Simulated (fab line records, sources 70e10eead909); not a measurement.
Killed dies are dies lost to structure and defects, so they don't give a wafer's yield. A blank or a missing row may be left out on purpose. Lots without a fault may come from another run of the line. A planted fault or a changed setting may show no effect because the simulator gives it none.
fab line records | flow nand_harc
record lots=23 wafers=69 last_day=24
route steps=1159 shown A_CHANNEL_FILL_D1@507 A_STAIRCASE@594
lots that met no fault: from a run of the same line without faults
start_h: hours from the record's first day to the start of the lot's first wafer shown | wait_h: hours since the lot's step before | " the same as in the row above | L1.1+2: a row that stands for several wafers | - no value, or no start given | * or withheld: withheld | < > ~ a bound
route shown NAME@n: a module of which the file shows steps, and the number in the route of the first | usual: mean/standard deviation of fault-free wafers | same: alike in all rows | chamber/n: place in a boat | sites: the reading at each site | _std_site: their standard deviation | _edge_site: outer sites' mean less inner sites' | radius_mm: how far each site lies from the wafer's centre | mask NAME#n: copy n | behind: the tool/chamber that last shaped the wafer | hold: why the lot was held/for how many hours/how that ended | device: the transistor (n, p or np) that didn't switch | end of line: the same wafers' tests at the end of the route | a step without rows: its recipe alone | killed: dies lost to structure and defects at the first sort, not the wafer's yield | map: a wafer's dies, x killed, . not, _ none there
set.NAME: the setting as run; set.NAME@STEP: as run at that earlier step | model.NAME: the simulator's own value behind a step, which no gauge read
steps of the route over a sample of lots; a table a step, a row a wafer
services: from which hour (start_h, from the record's first day; less than 0 if before it) a tool's chamber was out of use, for how many hours, and why
## steps
# step NHARC_A_CHANNEL_FILL_D1_ALD_25
# recipe target_thk_a=600 pulse_time_s=10 ald_cycles=600 temp_c=300 material=SiOx
# usual heater_power_w=461/51 precursor_pulse_height_rel=1.001/0.021 susceptor_temp_C=300.00/0.19
# same ald_cycles=600
# columns lot.wafer tool chamber start_h wait_h heater_power_w precursor_pulse_height_rel susceptor_temp_C
L075.2 ald_hk-03 0 224.26 0.7 374 1.016 300.05
L075.1 " 2 225.50 1.9 431 0.980 300.18
L075.5 " 3 " " 515 0.999 299.76
L074.4 ald_hk-03 3 229.74 0.7 516 0.992 299.96
L074.1 " 0 " " 393 0.984 300.10
L074.6 " 2 231.59 2.5 432 0.993 299.75
L076.4 ald_hk-02 1 235.43 0.0 458 0.967 299.86
L076.1 " 2 " " 501 1.027 300.25
L076.6 " 1 237.91 2.5 451 0.999 299.96
L078.2 ald_hk-03 0 235.43 0.1 379 0.992 300.07
L078.1 " 1 " " 406 1.018 299.62
L078.3 " 2 " " 433 1.028 299.74
L077.2 ald_hk-03 1 239.12 3.7 428 0.986 299.93
L077.1 " 3 240.35 5.0 486 1.016 299.99
L077.6 " 2 242.19 6.8 440 1.004 300.19
L079.2 ald_hk-02 2 245.31 0.1 507 0.989 299.90
L079.4 " 3 " " 395 1.050 299.98
L079.6 " 2 247.81 2.5 512 1.002 300.00
L081.1 ald_hk-01 3 258.02 0.1 502 1.010 300.07
L081.2 " 0 " " 451 1.032 299.88
L081.6 " 3 260.45 2.5 500 1.003 300.15
L080.3 ald_hk-02 0 258.63 0.7 555 1.073 299.89
L080.4 " 2 259.86 1.9 507 0.983 300.23
L080.5 " 3 " " 392 1.015 299.84
L082.1 ald_hk-03 1 270.48 0.8 426 0.998 299.83
L082.6 " 1 272.95 3.3 415 0.996 300.00
L082.5 " 2 " " 422 1.016 299.87
L083.1 ald_hk-02 2 272.97 3.3 506 0.988 300.04
L083.3 " 3 " " 389 1.021 299.88
L083.5 " 1 274.83 5.2 461 1.018 300.05
L084.3 ald_hk-03 1 278.21 0.1 416 1.051 300.29
L084.5 " 1 280.67 2.5 428 1.018 300.10
L084.6 " 2 " " 449 1.000 299.89
L086.1 ald_hk-02 0 298.02 0.1 522 1.028 300.00
L086.4 " 1 " " 467 0.990 299.77
L086.2 " 2 " " 479 1.031 300.36
L087.4 ald_hk-03 3 298.63 0.7 525 0.988 299.83
L087.1 " 0 " " 384 1.027 300.05
L087.2 " 1 " " 430 1.019 299.86
L085.1 ald_hk-01 2 299.26 1.3 432 0.990 299.89
L085.3 " 3 " " 500 1.036 300.40
L085.5 " 0 " " 452 0.994 300.11
L088.3 ald_hk-03 3 309.63 0.1 498 1.023 300.20
L088.1 " 1 310.88 1.3 417 0.985 300.02
L088.4 " 2 " " 435 1.018 299.94
L089.3 ald_hk-02 0 312.07 2.5 524 1.005 299.68
L089.4 " 1 313.29 3.7 455 0.977 299.81
L089.5 " 3 315.74 6.2 397 1.029 300.19
L090.4 ald_hk-03 0 313.37 0.2 402 1.001 300.14
L090.3 " 1 " " 412 1.000 299.82
L090.1 " 2 " " 439 1.023 300.16
L092.1 ald_hk-01 1 331.05 0.7 538 0.967 299.82
L092.4 " 2 " " 429 0.982 300.25
L092.5 " 1 333.51 3.1 533 1.017 300.02
L095.3 ald_hk-02 0 345.20 0.7 534 1.008 300.18
L095.1 " 1 " " 458 0.998 300.17
L095.2 " 2 " " 494 0.970 300.67
L096.4 ald_hk-01 1 345.53 1.0 540 1.007 300.15
L096.1 " 2 " " 436 1.046 300.05
L096.3 " 3 " " 491 1.014 299.95
L093.2 ald_hk-03 0 345.55 1.0 394 0.961 299.78
L093.4 " 1 " " 426 1.019 299.96
L093.6 " 0 347.99 3.5 390 1.004 299.85
L094.4 ald_hk-02 0 348.26 3.7 527 0.976 300.16
L094.3 " 2 349.52 5.0 473 0.995 300.17
L094.6 " 0 350.77 6.2 540 0.992 300.12
L097.4 ald_hk-03 2 358.25 0.0 427 0.989 299.99
L097.1 " 1 360.12 1.9 442 0.999 299.62
L097.5 " 3 361.38 3.2 481 0.992 300.04
# step NHARC_A_STAIRCASE_TRIM_200
# recipe time_s=211.2 o2_flow_sccm=500 ar_flow_sccm=0 bias_w=0 chemistry=O2
# usual drypump_motor_current_A=5.4/0.37 oes_product_au=1.001/0.0078 rf_vpp_V=58.0/0.89 showerhead_plenum_p_Torr=3.63/0.12 throttle_valve_pct=17.037/0.011
# columns lot.wafer tool chamber start_h wait_h drypump_motor_current_A oes_product_au rf_hours_counter_h rf_vpp_V showerhead_plenum_p_Torr throttle_valve_pct
L075.1 rie_diel-07 2 - - 5.6 0.990 2 57.3 3.63 17.030
L075.2 " 0 " " 5.7 1.005 2 58.7 3.67 17.041
L075.5 " 2 " " 5.6 0.999 - 57.3 3.63 17.027
L074.4 rie_diel-06 0 - - 5.0 1.017 0 57.0 3.71 17.047
L074.1 " 1 " " 5.3 1.016 0 59.4 3.56 17.030
L074.6 " 3 " " 4.7 1.008 - 59.1 3.77 17.052
L078.2 rie_diel-06 2 - - 5.3 1.008 2 57.6 3.77 17.032
L078.1 " 3 " " 4.8 0.995 3 57.7 3.77 17.057
L078.3 " 0 " " 5.0 1.000 2 56.9 3.71 17.047
L076.4 rie_diel-07 0 - - 5.7 1.008 9 57.9 3.66 17.035
L076.1 " 3 " " 5.5 1.014 9 57.3 3.54 17.047
L076.6 " 0 " " 5.7 0.995 - 58.1 3.66 17.022
L077.2 rie_diel-07 1 - - 5.6 1.004 11 57.9 3.56 17.034
L077.1 " 2 " " 5.6 0.996 11 57.9 3.63 17.023
L077.6 " 3 " " 5.5 1.005 - 58.8 3.54 17.033
L079.4 rie_diel-02 0 - - 5.9 0.992 44 57.5 3.41 17.054
L079.2 " 1 " " 5.5 0.996 45 56.3 3.36 17.041
L079.6 " 3 " " 6.1 0.999 - 58.5 3.64 17.038
L080.4 rie_diel-06 1 - - 5.3 1.005 11 56.9 3.56 17.050
L080.3 " 0 " " 5.0 1.004 10 60.0 3.71 17.035
L080.5 " 2 " " 5.3 1.009 - 58.8 3.77 17.039
L081.2 rie_diel-02 0 - - 5.9 0.991 48 59.2 3.41 17.048
L081.1 " 2 " " 5.2 1.003 47 60.0 3.78 17.035
L081.6 " 1 " " 5.5 0.987 - 57.4 3.35 17.022
L082.1 rie_diel-07 1 - - 5.6 1.011 25 57.6 3.55 17.038
L082.6 " 1 " " 5.6 1.008 - 57.8 3.55 17.031
L082.5 " 2 " " 5.7 1.004 - 57.1 3.62 17.044
L083.1 rie_diel-06 3 - - 4.8 1.002 15 57.4 3.76 17.029
L083.3 " 1 " " 5.3 1.015 17 56.7 3.55 17.039
L083.5 " 2 " " 5.3 0.996 - 58.0 3.76 17.039
L084.3 rie_diel-06 0 - - 5.0 1.007 12 57.9 3.71 17.029
L084.6 " 1 " " 5.3 1.009 - 57.2 3.55 17.016
L084.5 " 2 " " 5.3 1.006 - 59.6 3.76 17.040
L087.1 rie_diel-07 1 - - 5.6 1.002 36 58.4 3.55 17.038
L087.2 " 2 " " 5.6 0.992 32 58.2 3.62 17.032
L087.4 " 3 " " 5.5 0.992 36 58.0 3.53 17.031
L086.1 rie_diel-06 0 - - 5.0 1.017 19 59.1 3.70 17.025
L086.4 " 1 " " 5.2 1.021 25 57.9 3.55 17.019
L086.2 " 2 " " 5.3 1.003 24 59.2 3.76 17.037
L085.1 rie_diel-02 3 - - 6.1 0.992 61 58.2 3.62 17.033
L085.3 " 0 " " 5.9 0.997 65 55.9 3.40 17.046
L085.5 " 0 " " 5.9 0.998 - 58.7 3.40 17.032
L088.3 rie_diel-06 2 - - 5.3 1.002 29 58.9 3.76 17.029
L088.4 " 3 " " 4.8 0.990 28 58.7 3.76 17.028
L088.1 " 0 " " 5.0 1.002 24 59.1 3.70 17.039
L089.4 rie_diel-06 0 - - 5.0 0.998 27 57.0 3.70 17.038
L089.3 " 3 " " 4.8 0.991 31 58.1 3.75 17.033
L089.5 " 1 " " 5.3 1.002 - 57.8 3.55 17.011
L090.3 rie_diel-07 0 - - 5.7 1.005 39 58.5 3.64 17.055
L090.1 " 2 " " 5.6 1.003 40 56.7 3.61 17.018
L090.4 " 3 " " 5.5 1.001 - 59.2 3.53 17.048
L092.1 rie_diel-06 2 - - 5.3 0.998 36 57.7 3.75 17.044
L092.4 " 3 " " 4.8 0.991 37 56.6 3.75 17.027
L092.5 " 3 " " 4.8 0.997 - 58.4 3.75 17.038
L095.3 rie_diel-02 2 - - 5.2 0.997 8 58.0 3.77 17.033
L095.2 " 3 " " 6.1 0.982 8 59.0 3.62 17.039
L095.1 " 1 " " 5.5 1.000 8 58.3 3.34 17.046
L096.1 rie_diel-02 2 - - 5.2 0.994 9 57.9 3.77 17.042
L096.4 " 3 " " 6.1 0.985 9 57.5 3.62 17.047
L096.3 " 0 " " 5.8 0.993 8 57.1 3.39 17.041
L093.4 rie_diel-06 0 - - 5.0 1.006 39 58.6 3.69 17.030
L093.2 " 2 " " 5.3 0.997 42 58.6 3.75 17.018
L093.6 " 3 " " 4.8 0.985 - 58.9 3.75 17.025
L094.4 rie_diel-07 1 - - 5.6 1.001 48 57.9 3.54 17.023
L094.3 " 0 " " 5.7 0.994 51 58.4 3.64 17.045
L094.6 " 2 " " 5.6 0.995 - 60.3 3.61 17.044
L097.1 rie_diel-06 0 - - 5.0 1.009 44 58.7 3.69 17.035
L097.4 " 1 " " 5.2 1.011 48 58.5 3.54 17.032
L097.5 " 3 " " 4.8 1.003 - 59.2 3.74 17.040
# step NHARC_A_STAIRCASE_TRIM_220
# recipe time_s=211.2 o2_flow_sccm=500 ar_flow_sccm=0 bias_w=0 chemistry=O2
# usual drypump_motor_current_A=5.5/0.35 oes_product_au=1.001/0.0073 rf_vpp_V=58.0/0.96 showerhead_plenum_p_Torr=3.61/0.12 throttle_valve_pct=17.038/0.0097
# columns lot.wafer tool chamber start_h wait_h drypump_motor_current_A oes_product_au rf_hours_counter_h rf_vpp_V showerhead_plenum_p_Torr throttle_valve_pct
L075.2 rie_diel-02 3 247.24 0.2 6.1 1.002 33 58.6 3.64 17.044
L075.1 " 0 " " 5.8 1.001 36 56.4 3.42 17.038
L075.5 " 3 " " 6.1 1.007 - 57.6 3.64 17.038
L074.4 rie_diel-02 1 254.33 0.3 5.5 1.008 39 58.8 3.36 17.056
L074.1 " 3 " " 6.1 1.008 37 60.2 3.64 17.041
L074.6 " 2 " " 5.2 1.004 - 57.2 3.79 17.030
L078.1 rie_diel-07 2 258.77 0.1 5.6 1.006 10 58.4 3.63 17.028
L078.3 " 3 " " 5.5 1.001 10 58.4 3.54 17.029
L078.2 " 0 " " 5.7 1.007 10 58.1 3.66 17.047
L076.1 rie_diel-06 0 259.58 0.1 5.0 1.006 3 58.6 3.71 17.034
L076.4 " 3 " " 4.7 0.996 3 58.7 3.77 17.044
L076.6 " 0 " " 5.0 0.996 - 57.2 3.71 17.034
L077.2 rie_diel-06 2 262.05 0.1 5.3 0.999 4 59.4 3.77 17.036
L077.1 " 3 " " 4.8 0.992 5 59.4 3.77 17.055
L077.6 " 1 " " 5.3 1.003 - 57.7 3.56 17.019
L079.2 rie_diel-06 1 268.98 0.1 5.3 0.990 6 57.7 3.56 17.033
L079.4 " 0 " " 5.0 0.990 6 58.5 3.71 17.044
L079.6 " 2 " " 5.3 0.998 - 59.0 3.77 17.033
L080.3 rie_diel-06 1 281.54 0.1 5.3 1.013 11 58.7 3.56 17.032
L080.4 " 0 " " 5.0 1.003 10 58.6 3.71 17.047
L080.5 " 2 " " 5.3 0.999 - 58.2 3.77 17.015
L081.2 rie_diel-07 3 281.91 0.1 5.5 0.999 18 57.7 3.54 17.035
L081.1 " 1 " " 5.6 0.994 20 58.5 3.55 17.028
L081.6 " 3 " " 5.5 1.001 - 57.7 3.54 17.037
L082.1 rie_diel-07 2 294.79 0.1 5.6 0.995 21 57.5 3.62 17.038
L082.6 " 1 " " 5.6 1.001 - 57.9 3.55 17.019
L082.5 " 2 " " 5.6 0.982 - 57.6 3.62 17.017
L083.1 rie_diel-07 1 295.24 0.1 5.6 1.002 26 59.1 3.55 17.041
L083.3 " 2 " " 5.7 0.995 22 56.4 3.62 17.035
L083.5 " 2 " " 5.6 0.996 - 57.4 3.62 17.045
L084.3 rie_diel-07 2 303.46 1.5 5.6 0.996 26 57.1 3.62 17.031
L084.6 " 0 " " 5.7 0.998 - 57.0 3.65 17.032
L084.5 " 1 " " 5.6 1.007 - 57.3 3.55 17.044
L087.2 rie_diel-06 0 321.15 0.1 5.0 1.015 20 59.6 3.70 17.059
L087.1 " 1 " " 5.3 1.010 25 57.8 3.55 17.049
L087.4 " 3 " " 4.7 0.999 24 59.0 3.76 17.025
L086.2 rie_diel-07 0 321.82 0.1 5.7 0.995 32 57.6 3.65 17.038
L086.1 " 2 " " 5.7 0.999 32 56.4 3.62 17.034
L086.4 " 3 " " 5.5 1.000 - 57.1 3.53 17.048
L085.1 rie_diel-06 0 323.57 0.1 5.0 1.004 21 59.3 3.70 17.048
L085.3 " 2 " " 5.3 1.015 26 57.9 3.76 17.031
L085.5 " 0 " " 5.0 1.017 - 58.5 3.70 17.036
L088.1 rie_diel-07 2 333.80 0.1 5.6 0.998 38 55.8 3.61 17.040
L088.3 " 3 " " 5.5 1.012 42 57.0 3.53 17.033
L088.4 " 3 " " 5.5 0.993 - 56.4 3.53 17.043
L089.4 rie_diel-02 0 337.50 0.1 5.8 0.994 0 56.8 3.40 17.060
L089.3 " 2 " " 5.2 1.010 0 57.3 3.77 17.053
L089.5 " 3 " " 6.1 1.006 - 58.2 3.62 17.035
L090.3 rie_diel-07 3 339.68 0.1 5.4 0.988 44 58.0 3.52 17.018
L090.1 " 0 " " 5.7 0.999 40 58.9 3.64 17.038
L090.4 " 1 " " 5.6 1.009 37 56.7 3.55 17.040
L092.1 rie_diel-07 1 353.13 0.2 5.6 0.998 42 57.4 3.54 17.020
L092.4 " 0 " " 5.7 0.995 45 57.3 3.64 17.033
L092.5 " 2 " " 5.6 1.009 - 56.6 3.61 17.040
L095.2 rie_diel-02 3 366.98 0.1 6.1 0.990 9 57.4 3.62 17.039
L095.1 " 0 " " 5.8 1.002 9 56.9 3.39 17.047
L095.3 " 1 " " 5.5 1.009 9 57.2 3.34 17.035
L096.1 rie_diel-02 2 368.63 0.1 5.2 1.011 9 58.2 3.77 17.016
L096.3 " 3 " " 6.1 1.003 9 59.3 3.62 17.039
L096.4 " 1 " " 5.5 1.006 9 57.7 3.34 17.051
L093.2 rie_diel-06 3 369.11 0.1 4.7 0.994 44 59.0 3.75 17.028
L093.4 " 0 " " 5.0 1.001 39 60.4 3.69 17.054
L093.6 " 3 " " 4.8 0.989 - 57.3 3.75 17.035
L094.4 rie_diel-06 3 371.83 0.1 4.7 0.995 45 59.6 3.75 17.059
L094.3 " 0 " " 5.0 0.993 40 58.9 3.69 17.022
L094.6 " 2 " " 5.3 1.005 - 57.9 3.75 17.037
L097.4 rie_diel-02 2 382.77 0.3 5.2 1.003 16 59.0 3.76 17.030
L097.1 " 3 " " 6.1 1.004 16 58.4 3.61 17.061
L097.5 " 2 " " 5.2 0.997 - 59.3 3.76 17.036
# step NHARC_A_STAIRCASE_ETCH_230
# recipe target_depth_a=1000 time_s=40.5 ion_energy_ev=400 c4f8_flow_sccm=20 o2_flow_sccm=10 ar_flow_sccm=withheld rf_w=600 bias_w=1000 chemistry=C4F8/O2
# usual oes_product_au=0.946/0.017 rf_vpp_V=899/4.5
# columns lot.wafer tool chamber start_h wait_h oes_product_au rf_hours_counter_h rf_vpp_V
L075.2 rie_diel-02 2 - - 0.942 37 906
L075.1 " 0 " " 0.926 37 892
L075.5 " 1 " " 0.930 - 890
L074.1 rie_diel-07 2 - - 0.953 9 900
L074.4 " 0 " " 0.947 8 902
L074.6 " 1 " " 0.947 - 897
L078.2 rie_diel-07 1 - - 0.935 11 896
L078.3 " 2 " " 0.935 11 899
L078.1 " 3 " " 0.935 11 897
L076.4 rie_diel-06 0 - - 0.939 4 902
L076.1 " 1 " " 0.944 3 897
L076.6 " 0 " " 0.944 - 903
L077.1 rie_diel-02 1 - - 0.912 43 890
L077.2 " 2 " " 0.921 43 906
L077.6 " 0 " " 0.923 - 891
L079.4 rie_diel-06 0 - - 0.942 7 903
L079.2 " 1 " " 0.954 7 896
L079.6 " 1 " " 0.956 - 896
L080.3 rie_diel-06 0 - - 0.950 10 902
L080.4 " 2 " " 0.951 11 904
L080.5 " 1 " " 0.949 - 897
L081.1 rie_diel-07 0 - - 0.975 15 900
L081.2 " 3 " " 0.944 19 896
L081.6 " 1 " " 0.940 - 896
L082.1 rie_diel-06 3 - - 0.951 16 905
L082.6 " 2 " " 0.981 - 905
L082.5 " 3 " " 0.947 - 904
L083.3 rie_diel-06 1 - - 0.963 18 898
L083.1 " 2 " " 0.962 17 903
L083.5 " 0 " " 0.951 - 902
L084.3 rie_diel-06 3 - - 0.920 17 904
L084.5 " 3 " " 0.910 - 904
L084.6 " 0 " " 0.928 - 902
L087.4 rie_diel-06 0 - - 0.940 20 902
L087.2 " 1 " " 0.955 25 897
L087.1 " 2 " " 0.957 25 905
L086.4 rie_diel-06 2 - - 0.974 26 905
L086.1 " 3 " " 0.981 25 903
L086.2 " 0 " " 0.989 21 902
L085.3 rie_diel-06 2 - - 0.926 26 904
L085.1 " 3 " " 0.923 26 904
L085.5 " 2 " " 0.922 - 905
L088.3 rie_diel-07 2 - - 0.931 39 898
L088.1 " 0 " " 0.931 39 899
L088.4 " 3 " " 0.927 - 897
L089.3 rie_diel-02 3 - - 0.940 1 899
L089.4 " 1 " " 0.945 1 889
L089.5 " 0 " " 0.949 - 891
L090.1 rie_diel-07 2 - - 0.941 41 900
L090.3 " 0 " " 0.950 41 901
L090.4 " 1 " " 0.940 37 897
L092.1 rie_diel-06 0 - - 0.972 33 903
L092.4 " 3 " " 0.968 38 905
L092.5 " 1 " " 0.969 - 896
L095.3 rie_diel-06 3 - - 0.956 43 903
L095.1 " 0 " " 0.962 39 902
L095.2 " 2 " " 0.983 42 904
L096.1 rie_diel-02 3 - - 0.940 10 900
L096.4 " 0 " " 0.939 10 890
L096.3 " 2 " " 0.951 10 906
L093.4 rie_diel-06 3 - - 0.923 44 903
L093.2 " 1 " " 0.955 44 896
L093.6 " 3 " " 0.932 - 904
L094.3 rie_diel-07 2 - - 0.957 51 899
L094.4 " 1 " " 0.933 49 896
L094.6 " 3 " " 0.936 - 897
L097.1 rie_diel-02 1 - - 0.958 16 889
L097.4 " 2 " " 0.949 17 904
L097.5 " 0 " " 0.946 - 892
# step NHARC_A_STAIRCASE_STRIP_254
# recipe power_w=1500 temp_c=250 chemistry=O2
# usual drypump_motor_current_A=5.8/0.44 heater_power_w=303/28
# columns lot.wafer tool chamber start_h wait_h drypump_motor_current_A heater_power_w rf_hours_counter_h
L075.2 plasma_asher-01 0 251.09 - 6.2 280 51
L075.1 " 1 " " 5.1 300 51
L075.5 " 0 " " 6.2 273 -
L074.1 plasma_asher-02 0 258.53 - 5.8 282 24
L074.4 " 0 " " 5.8 275 -
L074.6 " 1 " " 6.1 350 -
L078.2 plasma_asher-01 1 262.71 - 5.1 284 55
L078.1 " 0 " " 6.2 281 55
L078.3 " 1 " " 5.1 299 -
L076.1 plasma_asher-01 1 263.79 - 5.2 291 56
L076.4 " 1 " " 5.2 292 -
L076.6 " 0 " " 6.3 274 -
L077.1 plasma_asher-01 0 266.30 - 6.2 275 57
L077.2 " 1 " " 5.1 302 57
L077.6 " 0 " " 6.2 273 -
L079.2 plasma_asher-02 0 273.43 - 5.8 286 30
L079.4 " 1 " " 6.1 342 -
L079.6 " 0 " " 5.8 281 -
L080.4 plasma_asher-01 1 285.56 - 5.1 301 -
L080.3 " 0 " " 6.2 275 -
L080.5 " 1 " " 5.1 303 -
L081.2 plasma_asher-01 1 287.27 - 5.1 304 1
L081.1 " 0 " " 6.2 280 1
L081.6 " 1 " " 5.1 303 -
L082.1 plasma_asher-02 1 299.03 - 6.1 346 37
L082.6 " 1 " " 6.1 339 -
L082.5 " 0 " " 5.8 289 -
L083.1 plasma_asher-02 0 299.36 - 5.8 279 38
L083.3 " 1 " " 6.1 344 -
L083.5 " 0 " " 5.8 288 -
L084.3 plasma_asher-01 0 307.45 - 6.3 286 -
L084.6 " 1 " " 5.1 307 -
L084.5 " 0 " " 6.3 284 -
L087.2 plasma_asher-02 0 324.96 - 5.8 286 45
L087.1 " 1 " " 6.1 349 45
L087.4 " 1 " " 6.1 357 -
L086.1 plasma_asher-01 1 325.91 - 5.2 300 12
L086.2 " 0 " " 6.3 278 12
L086.4 " 1 " " 5.2 315 -
L085.1 plasma_asher-02 0 327.89 - 5.7 277 47
L085.3 " 1 " " 6.1 344 -
L085.5 " 0 " " 5.8 282 -
L088.1 plasma_asher-01 1 339.65 - 5.2 304 17
L088.3 " 0 " " 6.3 279 -
L088.4 " 1 " " 5.1 303 -
L089.3 plasma_asher-02 1 341.70 - 6.1 354 -
L089.4 " 0 " " 5.8 286 -
L089.5 " 0 " " 5.8 281 -
L090.1 plasma_asher-01 1 343.51 - 5.1 302 19
L090.3 " 0 " " 6.2 276 -
L090.4 " 1 " " 5.1 297 -
L092.1 plasma_asher-02 0 356.79 - 5.7 281 56
L092.4 " 0 " " 5.7 282 -
L092.5 " 0 " " 5.8 287 -
L095.2 plasma_asher-02 1 370.70 - 6.1 355 0
L095.1 " 0 " " 5.8 290 0
L095.3 " 0 " " 5.8 300 -
L096.1 plasma_asher-02 1 372.76 - 6.1 355 1
L096.4 " 1 " " 6.1 358 -
L096.3 " 0 " " 5.8 299 -
L093.2 plasma_asher-01 0 373.02 - 6.3 282 33
L093.4 " 0 " " 6.3 279 -
L093.6 " 1 " " 5.2 304 -
L094.3 plasma_asher-01 1 375.76 - 5.2 310 -
L094.4 " 0 " " 6.3 280 -
L094.6 " 1 " " 5.1 306 -
L097.1 plasma_asher-02 1 387.38 - 6.1 357 6
L097.4 " 0 " " 5.8 294 -
L097.5 " 1 " " 6.1 351 -
# step NHARC_A_STAIRCASE_ETCH_292
# recipe cf4_flow_sccm=100 chf3_flow_sccm=30 ar_flow_sccm=0 rf_w=500 bias_w=200 chemistry=CF4/CHF3
# usual drypump_motor_current_A=5.4/0.37 oes_product_au=0.942/0.019 rf_vpp_V=371.6/2.3 showerhead_plenum_p_Torr=1.60/0.063 throttle_valve_pct=16.801/0.009
# columns lot.wafer tool chamber start_h wait_h drypump_motor_current_A oes_product_au rf_hours_counter_h rf_vpp_V showerhead_plenum_p_Torr throttle_valve_pct
L075.1 rie_diel-02 3 255.31 0.1 6.1 0.946 37 371.0 1.62 16.796
L075.2 " 0 " " 5.8 0.951 39 368.8 1.52 16.803
L075.5 " 2 " " 5.2 0.968 - 373.5 1.69 16.806
L074.1 rie_diel-07 2 263.24 0.1 5.6 0.918 12 374.1 1.62 16.806
L074.4 " 1 " " 5.6 0.921 12 370.5 1.59 16.816
L074.6 " 2 " " 5.6 0.920 - 371.5 1.62 16.807
L078.2 rie_diel-07 3 266.33 0.1 5.5 0.929 12 370.3 1.58 16.809
L078.1 " 0 " " 5.7 0.924 12 372.3 1.63 16.810
L078.3 " 2 " " 5.6 0.922 13 370.9 1.62 16.816
L076.4 rie_diel-02 0 267.35 0.1 5.8 0.915 44 367.8 1.52 16.801
L076.1 " 1 " " 5.5 0.915 45 367.0 1.50 16.803
L076.6 " 1 " " 5.5 0.922 - 369.7 1.50 16.813
L077.2 rie_diel-02 1 269.91 0.1 5.5 0.973 46 367.8 1.50 16.800
L077.1 " 2 " " 5.2 0.992 45 373.8 1.69 16.802
L077.6 " 2 " " 5.2 0.984 - 375.1 1.69 16.804
L079.2 rie_diel-02 1 277.22 0.1 5.5 0.980 47 367.1 1.49 16.800
L079.4 " 2 " " 5.2 0.983 47 374.6 1.69 16.789
L079.6 " 0 " " 5.9 0.961 - 367.3 1.52 16.808
L080.3 rie_diel-06 1 289.23 0.2 5.2 0.951 15 371.2 1.59 16.805
L080.5 " 3 " " 4.7 0.936 - 373.1 1.68 16.785
L080.4 " 2 " " 5.3 0.949 - 374.8 1.68 16.794
L081.1 rie_diel-02 0 291.15 0.1 5.8 0.919 52 369.4 1.52 16.800
L081.2 " 1 " " 5.5 0.913 51 367.9 1.49 16.788
L081.6 " 3 " " 6.1 0.925 - 373.7 1.62 16.807
L082.1 rie_diel-07 3 307.49 0.1 5.4 0.975 30 370.9 1.58 16.804
L082.6 " 0 " " 5.7 0.965 - 373.1 1.63 16.781
L082.5 " 1 " " 5.6 0.969 - 370.1 1.58 16.792
L083.3 rie_diel-02 1 308.44 0.1 5.5 0.912 56 366.2 1.49 16.795
L083.1 " 0 " " 5.8 0.925 58 370.1 1.52 16.803
L083.5 " 2 " " 5.2 0.928 - 373.8 1.69 16.802
L084.3 rie_diel-07 3 313.30 1.4 5.5 0.921 33 370.7 1.57 16.807
L084.6 " 3 " " 5.5 0.943 - 370.6 1.57 16.805
L084.5 " 0 " " 5.7 0.918 - 371.2 1.63 16.805
L087.2 rie_diel-06 3 328.85 0.1 4.7 0.916 27 375.8 1.68 16.791
L087.1 " 0 " " 5.0 0.929 22 374.3 1.65 16.802
L087.4 " 1 " " 5.2 0.929 27 371.5 1.58 16.786
L086.2 rie_diel-06 1 331.34 0.1 5.2 0.925 29 372.8 1.58 16.801
L086.1 " 3 " " 4.8 0.919 28 374.1 1.68 16.810
L086.4 " 0 " " 5.0 0.940 24 374.1 1.65 16.797
L085.1 rie_diel-06 3 335.11 0.1 4.7 0.936 31 374.3 1.68 16.800
L085.3 " 1 " " 5.2 0.934 31 370.6 1.58 16.806
L085.5 " 0 " " 5.0 0.937 - 373.6 1.65 16.811
L088.4 rie_diel-06 0 343.41 0.1 5.0 0.950 30 372.9 1.65 16.808
L088.1 " 2 " " 5.3 0.957 33 373.8 1.68 16.814
L088.3 " 3 " " 4.7 0.937 35 372.9 1.67 16.794
L089.4 rie_diel-07 2 345.58 0.1 5.6 0.931 42 372.9 1.61 16.797
L089.3 " 0 " " 5.7 0.925 42 373.0 1.63 16.811
L089.5 " 2 " " 5.6 0.915 - 372.1 1.61 16.794
L090.4 rie_diel-02 2 347.09 0.1 5.2 0.960 3 374.6 1.68 16.792
L090.1 " 3 " " 6.1 0.973 3 370.8 1.62 16.799
L090.3 " 0 " " 5.8 0.972 3 368.4 1.51 16.793
L092.4 rie_diel-02 0 360.61 0.2 5.8 0.938 6 369.9 1.51 16.810
L092.1 " 1 " " 5.5 0.948 6 367.5 1.49 16.811
L092.5 " 3 " " 6.1 0.936 - 372.7 1.61 16.793
L095.2 rie_diel-02 3 377.44 1.4 6.1 0.954 13 373.2 1.61 16.802
L095.1 " 1 " " 5.5 0.957 13 368.7 1.49 16.799
L095.3 " 2 " " 5.1 0.953 14 373.7 1.68 16.807
L096.1 rie_diel-07 1 378.11 0.1 5.6 0.928 51 370.2 1.58 16.797
L096.3 " 2 " " 5.6 0.935 53 371.4 1.61 16.782
L096.4 " 0 " " 5.7 0.922 53 371.2 1.62 16.798
L093.2 rie_diel-06 1 378.38 0.1 5.2 0.935 47 370.9 1.58 16.786
L093.4 " 2 " " 5.3 0.938 47 372.6 1.67 16.811
L093.6 " 1 " " 5.3 0.941 - 370.0 1.58 16.795
L094.3 rie_diel-07 3 380.46 0.1 5.4 0.962 58 369.8 1.57 16.789
L094.6 " 2 " " 5.6 0.957 - 371.9 1.61 16.811
L094.4 " 1 " " 5.6 0.963 - 369.5 1.58 16.806
L097.1 rie_diel-02 2 391.10 0.1 5.2 0.954 19 374.7 1.68 16.807
L097.4 " 3 " " 6.1 0.966 19 372.7 1.61 16.795
L097.5 " 2 " " 5.2 0.950 - 375.9 1.68 16.807
## services
# columns tool chamber start_h hours kind
rie_diel-07 3 217.21 9.3 repair
rie_diel-02 2 222.54 2.5 repair
rie_diel-06 0 222.84 - clean
rie_diel-06 1 222.84 - clean
rie_diel-06 2 222.84 - clean
rie_diel-06 3 222.84 - clean
rie_diel-07 - 228.36 9.0 pm
ald_hk-01 - 231.67 10.0 pm
rie_diel-02 3 235.05 5.9 repair
rie_diel-06 - 241.85 9.0 pm
rie_diel-06 0 241.85 9.0 vent_cycle
rie_diel-06 1 241.85 9.0 vent_cycle
rie_diel-06 2 241.85 9.0 vent_cycle
rie_diel-02 - 258.59 0.4 repair
rie_diel-07 0 271.98 11.8 repair
plasma_asher-01 - 276.02 9.0 pm
ald_hk-02 - 281.63 10.0 pm
rie_diel-06 0 284.88 9.7 repair
rie_diel-06 - 300.37 1.9 repair
ald_hk-03 - 327.15 10.0 pm
rie_diel-02 - 327.83 9.0 pm
plasma_asher-02 - 360.13 9.0 pm
rie_diel-07 0 379.37 1.6 repair
rie_diel-06 - 384.50 1.8 repair
## key
fault none
